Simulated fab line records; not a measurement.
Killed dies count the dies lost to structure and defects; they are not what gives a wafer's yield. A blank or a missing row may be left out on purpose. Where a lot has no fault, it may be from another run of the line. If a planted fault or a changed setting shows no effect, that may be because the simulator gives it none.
Which tool was responsible? / flow nand-harc / 15 lots with 45 wafers sampled at 5 steps, on a route of 1159 steps

## WHAT THE GAUGES SHOWED, per wafer
Not one reading of a measure or inspect step in the record can be checked against a usual standard deviation.

## WHICH TOOL RAN EACH LOT (tool, then ch and the chambers of the sampled wafers, then the start)
lot=L494; NHARC_A_WL_FILL_ALD_10=ald-hk-03 ch 0,2,3, day 15 16:26; NHARC_A_WL_FILL_ALD_19=ald-metal-03 ch 0,1, day 16 02:31; NHARC_A_WL_FILL_CVD_20=cvd-w-02 ch 0,1, day 16 04:08; NHARC_A_WL_FILL_CMP_12=cmp-02 ch 0,3, day 16 07:42; NHARC_A_CONTACT_DEP_24=pecvd-04 ch 0,1, day 16 08:20
lot=L495; NHARC_A_WL_FILL_ALD_10=ald-hk-01 ch 2,3, day 16 09:02; NHARC_A_WL_FILL_ALD_19=ald-metal-04 ch 0,3, day 16 19:28; NHARC_A_WL_FILL_CVD_20=cvd-w-01 ch 0, day 16 21:08; NHARC_A_WL_FILL_CMP_12=cmp-04 ch 0,1,2, day 17 02:08; NHARC_A_CONTACT_DEP_24=pecvd-02 ch 0,1,2, day 17 03:03
lot=L496; NHARC_A_WL_FILL_ALD_10=ald-hk-03 ch 0,2,3, day 16 10:34; NHARC_A_WL_FILL_ALD_19=ald-metal-02 ch 0,1,3, day 16 19:28; NHARC_A_WL_FILL_CVD_20=cvd-w-01 ch 0,1, day 17 05:46; NHARC_A_WL_FILL_CMP_12=cmp-02 ch 1,2,3, day 17 10:53; NHARC_A_CONTACT_DEP_24=pecvd-04 ch 0,1, day 17 11:31
lot=L500; NHARC_A_WL_FILL_ALD_10=ald-hk-03 ch 0,3, day 16 23:31; NHARC_A_WL_FILL_ALD_19=ald-metal-03 ch 0,3, day 17 09:39; NHARC_A_WL_FILL_CVD_20=cvd-w-01 ch 1, day 17 16:59; NHARC_A_WL_FILL_CMP_12=cmp-02 ch 2,3, day 17 21:17; NHARC_A_CONTACT_DEP_24=pecvd-02 ch 0,2, day 17 21:49
lot=L499; NHARC_A_WL_FILL_ALD_10=ald-hk-01 ch 0,3, day 16 23:31; NHARC_A_WL_FILL_ALD_19=ald-metal-04 ch 1,2, day 17 09:38; NHARC_A_WL_FILL_CVD_20=cvd-w-02 ch 0,1, day 17 15:32; NHARC_A_WL_FILL_CMP_12=cmp-03 ch 0,1, day 17 19:04; NHARC_A_CONTACT_DEP_24=pecvd-01 ch 0,1,2, day 17 19:37
lot=L498; NHARC_A_WL_FILL_ALD_10=ald-hk-02 ch 0,2,3, day 17 00:32; NHARC_A_WL_FILL_ALD_19=ald-metal-02 ch 0,2,3, day 17 09:46; NHARC_A_WL_FILL_CVD_20=cvd-w-02 ch 0,1, day 17 18:19; NHARC_A_WL_FILL_CMP_12=cmp-03 ch 0,1,3, day 17 23:23; NHARC_A_CONTACT_DEP_24=pecvd-04 ch 1,2, day 18 00:01
lot=L502; NHARC_A_WL_FILL_ALD_10=ald-hk-02 ch 1,2,3, day 17 20:40; NHARC_A_WL_FILL_ALD_19=ald-metal-03 ch 2,3, day 18 06:02; NHARC_A_WL_FILL_CVD_20=cvd-w-02 ch 0,1, day 18 06:56; NHARC_A_WL_FILL_CMP_12=cmp-04 ch 1,2,3, day 18 11:19; NHARC_A_CONTACT_DEP_24=pecvd-02 ch 1,2, day 18 11:51
lot=L503; NHARC_A_WL_FILL_ALD_10=ald-hk-03 ch 0,1,2, day 17 23:12; NHARC_A_WL_FILL_ALD_19=ald-metal-04 ch 1,2,3, day 18 08:54; NHARC_A_WL_FILL_CVD_20=cvd-w-02 ch 0,1, day 18 11:00; NHARC_A_WL_FILL_CMP_12=cmp-04 ch 1,3, day 18 16:04; NHARC_A_CONTACT_DEP_24=pecvd-02 ch 0,1, day 18 16:40
lot=L505; NHARC_A_WL_FILL_ALD_10=ald-hk-01 ch 1,2,3, day 18 14:44; NHARC_A_WL_FILL_ALD_19=ald-metal-02 ch 0,1, day 19 01:16; NHARC_A_WL_FILL_CVD_20=cvd-w-01 ch 0,1, day 19 02:11; NHARC_A_WL_FILL_CMP_12=cmp-02 ch 0,2,3, day 19 06:37; NHARC_A_CONTACT_DEP_24=pecvd-02 ch 0,1, day 19 07:12
lot=L507; NHARC_A_WL_FILL_ALD_10=ald-hk-01 ch 1,2, day 18 20:26; NHARC_A_WL_FILL_ALD_19=ald-metal-02 ch 0,1,2, day 19 06:07; NHARC_A_WL_FILL_CVD_20=cvd-w-01 ch 0,1, day 19 06:18; NHARC_A_WL_FILL_CMP_12=cmp-02 ch 0,2, day 19 11:27; NHARC_A_CONTACT_DEP_24=-
lot=L506; NHARC_A_WL_FILL_ALD_10=ald-hk-02 ch 1,2,3, day 18 20:56; NHARC_A_WL_FILL_ALD_19=ald-metal-03 ch 0,2,3, day 19 06:09; NHARC_A_WL_FILL_CVD_20=cvd-w-02 ch 0,1, day 19 07:01; NHARC_A_WL_FILL_CMP_12=cmp-03 ch 0,1, day 19 11:25; NHARC_A_CONTACT_DEP_24=pecvd-04 ch 0,2, day 19 12:04
lot=L509; NHARC_A_WL_FILL_ALD_10=ald-hk-02 ch 0,3, day 19 01:31; NHARC_A_WL_FILL_ALD_19=ald-metal-02 ch 0,1,3, day 19 12:04; NHARC_A_WL_FILL_CVD_20=cvd-w-01 ch 0,1, day 19 12:16; NHARC_A_WL_FILL_CMP_12=cmp-02 ch 0,2,3, day 19 17:19; NHARC_A_CONTACT_DEP_24=-
lot=L508; NHARC_A_WL_FILL_ALD_10=ald-hk-03 ch 1,2,3, day 19 02:07; NHARC_A_WL_FILL_ALD_19=ald-metal-04 ch 1,2,3, day 19 12:05; NHARC_A_WL_FILL_CVD_20=cvd-w-02 ch 0,1, day 19 12:17; NHARC_A_WL_FILL_CMP_12=cmp-04 ch 0,1,3, day 19 17:20; NHARC_A_CONTACT_DEP_24=-
lot=L510; NHARC_A_WL_FILL_ALD_10=ald-hk-02 ch 0,1, day 20 01:34; NHARC_A_WL_FILL_ALD_19=ald-metal-02 ch 0,1, day 20 12:04; NHARC_A_WL_FILL_CVD_20=cvd-w-02 ch 0,1, day 20 13:16; NHARC_A_WL_FILL_CMP_12=cmp-04 ch 1,2, day 20 18:17; NHARC_A_CONTACT_DEP_24=pecvd-04 ch 0,1,2, day 20 18:53
lot=L512; NHARC_A_WL_FILL_ALD_10=ald-hk-01 ch 1,2,3, day 20 07:04; NHARC_A_WL_FILL_ALD_19=ald-metal-02 ch 2,3, day 20 17:11; NHARC_A_WL_FILL_CVD_20=cvd-w-01 ch 0,1, day 20 19:18; NHARC_A_WL_FILL_CMP_12=cmp-03 ch 2,3, day 21 00:26; NHARC_A_CONTACT_DEP_24=pecvd-04 ch 0,2, day 21 01:16
- NHARC_A_WL_FILL_ALD_10: deposits SiO2, target thk 50 nm, pulse time 10 s, ald cycles 500.
- NHARC_A_WL_FILL_ALD_19: deposits TiN, target thk 2 nm, pulse time 3 s, ald cycles 100.
- NHARC_A_WL_FILL_CVD_20: deposits W, target thk 75 nm, time 5064 s.
- NHARC_A_WL_FILL_CMP_12: polishes, t overpolish 30 s, target thk 75 nm.
- NHARC_A_CONTACT_DEP_24: deposits SiO2, target thk 500 nm.

## AS READ BY THE TOOLS THEMSELVES (means over the sampled wafers that have a number; for cases with no such wafer, the mark the record gives instead)
NHARC_A_WL_FILL_ALD_10.
lot=L494; tool=ald-hk-03; heater-power-outer-w (W)=270; heater-power-w (W)=462; precursor-pulse-height-rel=0.987
lot=L495; tool=ald-hk-01; heater-power-outer-w (W)=248; heater-power-w (W)=454; precursor-pulse-height-rel=1.003
lot=L496; tool=ald-hk-03; heater-power-outer-w (W)=267; heater-power-w (W)=465; precursor-pulse-height-rel=0.989
lot=L500; tool=ald-hk-03; heater-power-outer-w (W)=263; heater-power-w (W)=463; precursor-pulse-height-rel=0.999
lot=L499; tool=ald-hk-01; heater-power-outer-w (W)=274; heater-power-w (W)=499; precursor-pulse-height-rel=0.996
lot=L498; tool=ald-hk-02; heater-power-outer-w (W)=272; heater-power-w (W)=475; precursor-pulse-height-rel=1.028
lot=L502; tool=ald-hk-02; heater-power-outer-w (W)=268; heater-power-w (W)=442; precursor-pulse-height-rel=1.013
lot=L503; tool=ald-hk-03; heater-power-outer-w (W)=267; heater-power-w (W)=480; precursor-pulse-height-rel=0.984
lot=L505; tool=ald-hk-01; heater-power-outer-w (W)=260; heater-power-w (W)=474; precursor-pulse-height-rel=1.004
lot=L507; tool=ald-hk-01; heater-power-outer-w (W)=271; heater-power-w (W)=485; precursor-pulse-height-rel=1.021
lot=L506; tool=ald-hk-02; heater-power-outer-w (W)=261; heater-power-w (W)=449; precursor-pulse-height-rel=1.004
lot=L509; tool=ald-hk-02; heater-power-outer-w (W)=256; heater-power-w (W)=473; precursor-pulse-height-rel=1.020
lot=L508; tool=ald-hk-03; heater-power-outer-w (W)=258; heater-power-w (W)=437; precursor-pulse-height-rel=1.000
lot=L510; tool=ald-hk-02; heater-power-outer-w (W)=242; heater-power-w (W)=438; precursor-pulse-height-rel=1.005
lot=L512; tool=ald-hk-01; heater-power-outer-w (W)=264; heater-power-w (W)=471; precursor-pulse-height-rel=0.988

NHARC_A_WL_FILL_ALD_19.
lot=L494; tool=ald-metal-03; heater-power-outer-w (W)=722; heater-power-w (W)=1109; precursor-pulse-height-rel=0.988
lot=L495; tool=ald-metal-04; heater-power-outer-w (W)=775; heater-power-w (W)=1223; precursor-pulse-height-rel=1.010
lot=L496; tool=ald-metal-02; heater-power-outer-w (W)=640; heater-power-w (W)=1087; precursor-pulse-height-rel=0.991
lot=L500; tool=ald-metal-03; heater-power-outer-w (W)=780; heater-power-w (W)=1229; precursor-pulse-height-rel=0.985
lot=L499; tool=ald-metal-04; heater-power-outer-w (W)=704; heater-power-w (W)=1105; precursor-pulse-height-rel=0.994
lot=L498; tool=ald-metal-02; heater-power-outer-w (W)=738; heater-power-w (W)=1176; precursor-pulse-height-rel=0.981
lot=L502; tool=ald-metal-03; heater-power-outer-w (W)=747; heater-power-w (W)=1156; precursor-pulse-height-rel=1.031
lot=L503; tool=ald-metal-04; heater-power-outer-w (W)=677; heater-power-w (W)=1094; precursor-pulse-height-rel=0.984
lot=L505; tool=ald-metal-02; heater-power-outer-w (W)=527; heater-power-w (W)=903; precursor-pulse-height-rel=1.006
lot=L507; tool=ald-metal-02; heater-power-outer-w (W)=637; heater-power-w (W)=1027; precursor-pulse-height-rel=1.026
lot=L506; tool=ald-metal-03; heater-power-outer-w (W)=776; heater-power-w (W)=1176; precursor-pulse-height-rel=1.001
lot=L509; tool=ald-metal-02; heater-power-outer-w (W)=641; heater-power-w (W)=1057; precursor-pulse-height-rel=0.986
lot=L508; tool=ald-metal-04; heater-power-outer-w (W)=669; heater-power-w (W)=1099; precursor-pulse-height-rel=0.994
lot=L510; tool=ald-metal-02; heater-power-outer-w (W)=592; heater-power-w (W)=995; precursor-pulse-height-rel=0.997
lot=L512; tool=ald-metal-02; heater-power-outer-w (W)=802; heater-power-w (W)=1236; precursor-pulse-height-rel=1.002

NHARC_A_WL_FILL_CVD_20.
lot=L494; tool=cvd-w-02; chamber-pressure-Torr (Torr)=39.94; heater-power-outer-w (W)=286; heater-power-w (W)=503; throttle-valve-pct (%)=8.15
lot=L495; tool=cvd-w-01; chamber-pressure-Torr (Torr)=40.06; heater-power-outer-w (W)=253; heater-power-w (W)=417; throttle-valve-pct (%)=7.85
lot=L496; tool=cvd-w-01; chamber-pressure-Torr (Torr)=40.04; heater-power-outer-w (W)=251; heater-power-w (W)=440; throttle-valve-pct (%)=7.76
lot=L500; tool=cvd-w-01; chamber-pressure-Torr (Torr)=39.89; heater-power-outer-w (W)=247; heater-power-w (W)=465; throttle-valve-pct (%)=7.96
lot=L499; tool=cvd-w-02; chamber-pressure-Torr (Torr)=40.07; heater-power-outer-w (W)=289; heater-power-w (W)=494; throttle-valve-pct (%)=8.03
lot=L498; tool=cvd-w-02; chamber-pressure-Torr (Torr)=40.05; heater-power-outer-w (W)=293; heater-power-w (W)=493; throttle-valve-pct (%)=8.17
lot=L502; tool=cvd-w-02; chamber-pressure-Torr (Torr)=40.04; heater-power-outer-w (W)=298; heater-power-w (W)=492; throttle-valve-pct (%)=8.12
lot=L503; tool=cvd-w-02; chamber-pressure-Torr (Torr)=39.95; heater-power-outer-w (W)=294; heater-power-w (W)=489; throttle-valve-pct (%)=8.15
lot=L505; tool=cvd-w-01; chamber-pressure-Torr (Torr)=40.07; heater-power-outer-w (W)=250; heater-power-w (W)=439; throttle-valve-pct (%)=7.80
lot=L507; tool=cvd-w-01; chamber-pressure-Torr (Torr)=-; heater-power-outer-w (W)=-; heater-power-w (W)=-; throttle-valve-pct (%)=-
lot=L506; tool=cvd-w-02; chamber-pressure-Torr (Torr)=39.99; heater-power-outer-w (W)=295; heater-power-w (W)=497; throttle-valve-pct (%)=8.14
lot=L509; tool=cvd-w-01; chamber-pressure-Torr (Torr)=-; heater-power-outer-w (W)=-; heater-power-w (W)=-; throttle-valve-pct (%)=-
lot=L508; tool=cvd-w-02; chamber-pressure-Torr (Torr)=-; heater-power-outer-w (W)=-; heater-power-w (W)=-; throttle-valve-pct (%)=-
lot=L510; tool=cvd-w-02; chamber-pressure-Torr (Torr)=39.96; heater-power-outer-w (W)=282; heater-power-w (W)=487; throttle-valve-pct (%)=8.19
lot=L512; tool=cvd-w-01; chamber-pressure-Torr (Torr)=40.03; heater-power-outer-w (W)=254; heater-power-w (W)=439; throttle-valve-pct (%)=7.88

NHARC_A_WL_FILL_CMP_12.
lot=L494; tool=cmp-02; motor-current-A (A)=12.8; overpolish-run-s (s)=29.997; retaining-ring-pressure-frac=0.994; time-to-endpoint-s (s)=15.4
lot=L495; tool=cmp-04; motor-current-A (A)=12.1; overpolish-run-s (s)=29.997; retaining-ring-pressure-frac=0.999; time-to-endpoint-s (s)=15.0
lot=L496; tool=cmp-02; motor-current-A (A)=11.7; overpolish-run-s (s)=29.999; retaining-ring-pressure-frac=1.001; time-to-endpoint-s (s)=17.2
lot=L500; tool=cmp-02; motor-current-A (A)=11.4; overpolish-run-s (s)=29.999; retaining-ring-pressure-frac=0.999; time-to-endpoint-s (s)=16.0
lot=L499; tool=cmp-03; motor-current-A (A)=12.8; overpolish-run-s (s)=30.005; retaining-ring-pressure-frac=1.002; time-to-endpoint-s (s)=14.2
lot=L498; tool=cmp-03; motor-current-A (A)=12.3; overpolish-run-s (s)=30.006; retaining-ring-pressure-frac=0.999; time-to-endpoint-s (s)=14.9
lot=L502; tool=cmp-04; motor-current-A (A)=11.5; overpolish-run-s (s)=30.002; retaining-ring-pressure-frac=0.998; time-to-endpoint-s (s)=15.1
lot=L503; tool=cmp-04; motor-current-A (A)=11.0; overpolish-run-s (s)=30.000; retaining-ring-pressure-frac=0.995; time-to-endpoint-s (s)=14.0
lot=L505; tool=cmp-02; motor-current-A (A)=12.4; overpolish-run-s (s)=29.998; retaining-ring-pressure-frac=1.000; time-to-endpoint-s (s)=16.1
lot=L507; tool=cmp-02; motor-current-A (A)=11.9; overpolish-run-s (s)=30.000; retaining-ring-pressure-frac=0.992; time-to-endpoint-s (s)=0.8
lot=L506; tool=cmp-03; motor-current-A (A)=12.3; overpolish-run-s (s)=30.003; retaining-ring-pressure-frac=1.003; time-to-endpoint-s (s)=16.3
lot=L509; tool=cmp-02; motor-current-A (A)=12.0; overpolish-run-s (s)=29.995; retaining-ring-pressure-frac=0.996; time-to-endpoint-s (s)=2.8
lot=L508; tool=cmp-04; motor-current-A (A)=12.4; overpolish-run-s (s)=29.998; retaining-ring-pressure-frac=1.006; time-to-endpoint-s (s)=1.1
lot=L510; tool=cmp-04; motor-current-A (A)=10.8; overpolish-run-s (s)=30.007; retaining-ring-pressure-frac=0.998; time-to-endpoint-s (s)=17.4
lot=L512; tool=cmp-03; motor-current-A (A)=10.8; overpolish-run-s (s)=30.001; retaining-ring-pressure-frac=1.000; time-to-endpoint-s (s)=18.2

NHARC_A_CONTACT_DEP_24.
lot=L494; tool=pecvd-04; heater-power-outer-w (W)=225; heater-power-w (W)=436; throttle-valve-pct (%)=15.6
lot=L495; tool=pecvd-02; heater-power-outer-w (W)=314; heater-power-w (W)=570; throttle-valve-pct (%)=16.0
lot=L496; tool=pecvd-04; heater-power-outer-w (W)=198; heater-power-w (W)=403; throttle-valve-pct (%)=15.4
lot=L500; tool=pecvd-02; heater-power-outer-w (W)=305; heater-power-w (W)=541; throttle-valve-pct (%)=16.3
lot=L499; tool=pecvd-01; heater-power-outer-w (W)=272; heater-power-w (W)=527; throttle-valve-pct (%)=15.9
lot=L498; tool=pecvd-04; heater-power-outer-w (W)=238; heater-power-w (W)=475; throttle-valve-pct (%)=16.0
lot=L502; tool=pecvd-02; heater-power-outer-w (W)=328; heater-power-w (W)=585; throttle-valve-pct (%)=15.8
lot=L503; tool=pecvd-02; heater-power-outer-w (W)=322; heater-power-w (W)=569; throttle-valve-pct (%)=16.1
lot=L505; tool=pecvd-02; heater-power-outer-w (W)=330; heater-power-w (W)=580; throttle-valve-pct (%)=16.0
lot=L506; tool=pecvd-04; heater-power-outer-w (W)=253; heater-power-w (W)=486; throttle-valve-pct (%)=15.9
lot=L510; tool=pecvd-04; heater-power-outer-w (W)=235; heater-power-w (W)=456; throttle-valve-pct (%)=16.0
lot=L512; tool=pecvd-04; heater-power-outer-w (W)=257; heater-power-w (W)=492; throttle-valve-pct (%)=16.1

## THE ANSWER, worked out from the rows above alone
Rule: what is usual is taken from the lots themselves. The widest of any qualifying gaps counts: lots, ordered by their means at a reading, are off when they make up no more than a third of the lots, leave a main group of 4 or more, and stand apart from it by 3 or more times the standard deviation of that group's means. If all means in a main group match to the digits the tables above print for the reading, that group is not used. Also off: a lot with no number at a reading for which 4 or more lots have one. Where the step has rows for the other lots, those lots are counted as sound. After the gauges, taken in route order, come the tools' own readings; for these a lot's mean is taken, as printed above. The first step at which some lot is off is used, and at that step the reading that is off furthest; a lot without a number counts as furthest.
Off: L507, L509, L508, at NHARC_A_WL_FILL_CVD_20 (chamber-pressure-Torr). Without a number there: L507, L509, L508. The main group has a mean of 40.01 Torr with a standard deviation of 0.057.
If a tool, at that step or one of the process steps before it, ran each lot that is off and ran no sound lot following the first of them, it fits. No candidate that was tried fits.

## WHAT THE SIMULATOR PUT IN
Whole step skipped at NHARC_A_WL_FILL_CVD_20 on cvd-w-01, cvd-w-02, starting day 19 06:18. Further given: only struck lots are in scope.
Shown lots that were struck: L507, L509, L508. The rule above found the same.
